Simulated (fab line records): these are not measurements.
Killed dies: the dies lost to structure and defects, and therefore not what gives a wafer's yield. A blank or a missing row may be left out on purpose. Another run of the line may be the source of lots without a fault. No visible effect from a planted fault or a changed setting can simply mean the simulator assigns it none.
A struck lot beside a sound one | flow n5_finfet | 14 steps out of a route of 1938
Sound: these wafers, L290.1, L290.5, L290.6. The struck wafers were L283.2, L283.4, L283.6. At the end, the cause is stated.
At each step with rows: each side's tool, then ch and its chambers, then its first start. Under that, the readings that differ: sound wafers | struck wafers | difference of the means | sigmas: that difference in standard deviations of wafers without a fault.
alike: words and numbers the same on both sides, and readings whose means are apart by under 2 such deviations; not compared: readings that were withheld, readings missing a value for some wafer, numbers with overlapping values and no deviation given by the record, and bounds like >300 which may hide the same value.
The two part at a step that has a row with sigmas, a row that says differs or no value, or rows on one side only. When numbers do not overlap yet have no deviation, they are printed without sigmas and do not part them. Lack of a reading on every wafer of one side parts them only where that side has two or more wafers.

N5_BEOL_M7_ILD_DEP_00: deposits SiCOH lowk from DEMS/porogen, target thk 179.75 nm, time 33.4 s.
  sound on pecvd-01 ch 0,2, day 14 06:07; struck on pecvd-02 ch 0,1,2, day 12 21:37
  alike: heater_power_w, showerhead_plenum_p_Torr, throttle_valve_pct
N5_BEOL_M7_CURE_74: cures SiCOH lowk, time 240 s.
  sound on uv_cure-02 ch 2, day 14 06:11; struck on uv_cure-03 ch 0, day 12 21:51
  alike: lamp_power_pct, wafer_temp_C_max
N5_BEOL_M7_THK_MEAS_01:
  sound on film_metro-01, day 14 06:41; struck on film_metro-01, day 12 22:17
  alike: M7_ILD_THK
N5_BEOL_M7_PECVD_70: deposits SiO2 from TEOS/O2, target thk 20 nm, time 22.7 s.
  sound on pecvd-02 ch 0,1, day 14 06:44; struck on pecvd-02 ch 0,1,2, day 12 22:19
  alike: heater_power_w, showerhead_plenum_p_Torr, throttle_valve_pct
N5_BEOL_M7_HM_DEP_02: deposits TiN, target thk 20 nm.
  sound on pvd_sputter-01, day 14 07:41; struck on pvd_sputter-01, day 12 23:12
  alike: throttle_valve_pct
then, 7 steps without rows for these wafers: N5_BEOL_M7_COAT_59 (time 60 s, resist thk 100 nm); N5_BEOL_M7_COAT_60 (time 60 s, resist thk 35 nm); N5_BEOL_M7_COAT_05 (resist thk 90 nm); N5_BEOL_M7_EBR_07; N5_BEOL_M7_SOFTBAKE_06 (time 60 s); N5_BEOL_M7_EXPOSE_08 (exposes mask M7); N5_BEOL_M7_PEB_09 (peb time 60 s).
N5_BEOL_M7_DEVELOP_10: develop time 30 s.
  sound on litho_track-01 ch 0, day 14 08:08; struck on litho_track-03, day 12 23:31
  no value came back on the struck wafers for chill_plate_temp_C (C), develop_time_s (s); on the sound wafers chill_plate_temp_C (C) reads 23.03 22.90 22.99
  reading                                      | sound          | struck       | difference | sigmas
  model.CAR-ArF_of_BEOL_M7_COAT_05.thk_nm (nm) | 88.8 88.6 88.4 | 90.2 90 90.2 | +1.5       |
N5_BEOL_M7_CD_MEAS_11: target cd 38.5 nm.
  sound on cd_sem-02 ch 0, day 14 08:11; struck on cd_sem-03 ch 0, day 12 23:34
  reading    | sound          | struck | difference                    | sigmas
  cd_nm (nm) | 39.0 38.9 38.6 | - - -  | no value on the struck wafers |

## WHERE THEY PART
Last at N5_BEOL_M7_CD_MEAS_11 as far as this record goes, first at N5_BEOL_M7_DEVELOP_10.

WHY: the cause the simulator had injected
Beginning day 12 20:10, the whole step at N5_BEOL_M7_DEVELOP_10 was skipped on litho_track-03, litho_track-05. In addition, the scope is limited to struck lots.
